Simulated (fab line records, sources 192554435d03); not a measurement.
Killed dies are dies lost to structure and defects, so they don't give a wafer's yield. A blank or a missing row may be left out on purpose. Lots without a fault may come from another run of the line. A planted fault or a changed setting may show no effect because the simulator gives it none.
Which tool did it? | flow n5_finfet | 10 lots, 30 wafers sampled, at 2 steps of a route of 1938

WHAT THE GAUGES READ, wafer by wafer
N5_BEOL_M10_CD_MEAS_28: target cd 70 nm.
lot  | measured     | on        | cd_nm (nm)
L075 | day 10 00:57 | cd_sem-02 | 69.4 69.8 68.8
L076 | day 10 19:34 | cd_sem-01 | 69.9 69.3 69.3
L078 | day 11 04:40 | cd_sem-03 | 69.9 69.6 68.5
L082 | day 12 06:15 | cd_sem-03 | 71.5 70.0 69.7
L085 | day 13 02:52 | cd_sem-01 | 69.7 69.8 69.1
L089 | day 13 22:38 | cd_sem-02 | 68.6 69.4 66.8
L088 | day 14 00:20 | cd_sem-01 | 69.7 68.8 70.6
L091 | day 14 22:43 | cd_sem-02 | 68.6 67.7 69.5
L092 | day 16 00:40 | cd_sem-02 | 68.4 69.2 69.4
L097 | day 17 03:41 | cd_sem-03 | 69.8 67.9 70.4

WHICH TOOL RAN EACH LOT (tool, then ch and the chambers of the sampled wafers, then the start)
lot  | N5_BEOL_M10_HM_OPEN_17
L075 | rie_metal-01 ch 0, day 10 00:19
L076 | rie_metal-02 ch 0,1, day 10 18:01
L078 | rie_metal-01 ch 0, day 11 03:06
L082 | rie_metal-02 ch 0,1, day 12 03:43
L085 | rie_metal-01 ch 0,1, day 13 02:05
L089 | rie_metal-01 ch 0,1, day 13 17:31
L088 | rie_metal-03 ch 0,1, day 13 23:46
L091 | rie_metal-01 ch 0,1, day 14 21:20
L092 | rie_metal-02 ch 0,1, day 16 00:05
L097 | rie_metal-02 ch 0,1, day 16 22:50
- N5_BEOL_M10_HM_OPEN_17: chemistry Cl2/BCl3, target TiN, target depth 20 nm, overetch 6 nm.

THE ANSWER, worked out from the rows above alone
Rule: what is usual is taken from the lots themselves. Put in order of their means at a reading, lots are off if they are a third of the lots or fewer, leave a main group of 4 or more, and stand apart from it by a gap of 3 or more times the standard deviation of the main group's means; of several such gaps the widest counts. A main group whose means are all the same, to the digits that the tables above print for the reading, isn't used. A lot without any number at a reading at which 4 lots or more have one is off too. The other lots that the step has rows for count as sound.
No lot is off at any reading shown: from this, nothing can be told.

WHAT THE SIMULATOR HAD PUT IN
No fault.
